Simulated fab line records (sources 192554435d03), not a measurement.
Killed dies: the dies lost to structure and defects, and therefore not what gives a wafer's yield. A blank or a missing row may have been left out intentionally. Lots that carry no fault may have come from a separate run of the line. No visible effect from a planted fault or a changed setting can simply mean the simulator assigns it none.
Chamber matching -- flow n5 finfet -- N5_ILD0_ALD_15 on ald sin-01 has 4 sister chambers
The step deposits SiNx, target thk 24 nm, pulse time 1 s, ald cycles 480. 8 wafers are shown with their chamber, then 7 later ones without.

WAFERS, EACH WITH ITS CHAMBER
wafer,chamber,heater power w (W),precursor pulse height rel
L086.3,0,747,0.983
L087.1,2,923,0.979
L087.4,3,725,0.991
L093.1,3,743,0.987
L093.4,1,724,0.995
L093.6,2,931,1.014
L094.2,0,747,0.994
L094.4,1,732,0.980

WAFERS WHOSE CHAMBER IS MISSING
wafer,heater power w (W),precursor pulse height rel
L094.5,754,0.993
L095.3,747,0.968
L095.5,969,1.033
L095.6,747,1.002
L096.1,724,1.001
L096.4,963,0.968
L096.5,944,1.006

EACH ONE'S CHAMBER
wafer,from the rows above,in truth
L094.5,can't be placed: 0 or 3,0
L095.3,can't be placed: 0 or 3 or 1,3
L095.5,2,2
L095.6,can't be placed: 0 or 3 or 1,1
L096.1,can't be placed: 1 or 3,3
L096.4,2,2
L096.5,2,2
3 of 7 placed correctly. Cannot be placed on the basis of these rows: 4; the candidates contain the true chamber in 4. Number placed wrongly: 0.
How it was worked out, from the rows above alone: a wafer's distance from a chamber is the root of the sum, over the readings, of the square of ((its reading less the chamber's mean) divided by the reading's scatter). If the next closest chamber is less than 2 further off than the closest, the wafer can't be placed; otherwise it belongs to the closest. The mean given for a chamber averages the wafers shown for that chamber. The scatter: the root of (the sum of the squares of (reading less its chamber's mean) over the shown wafers, divided by (wafers less chambers)).
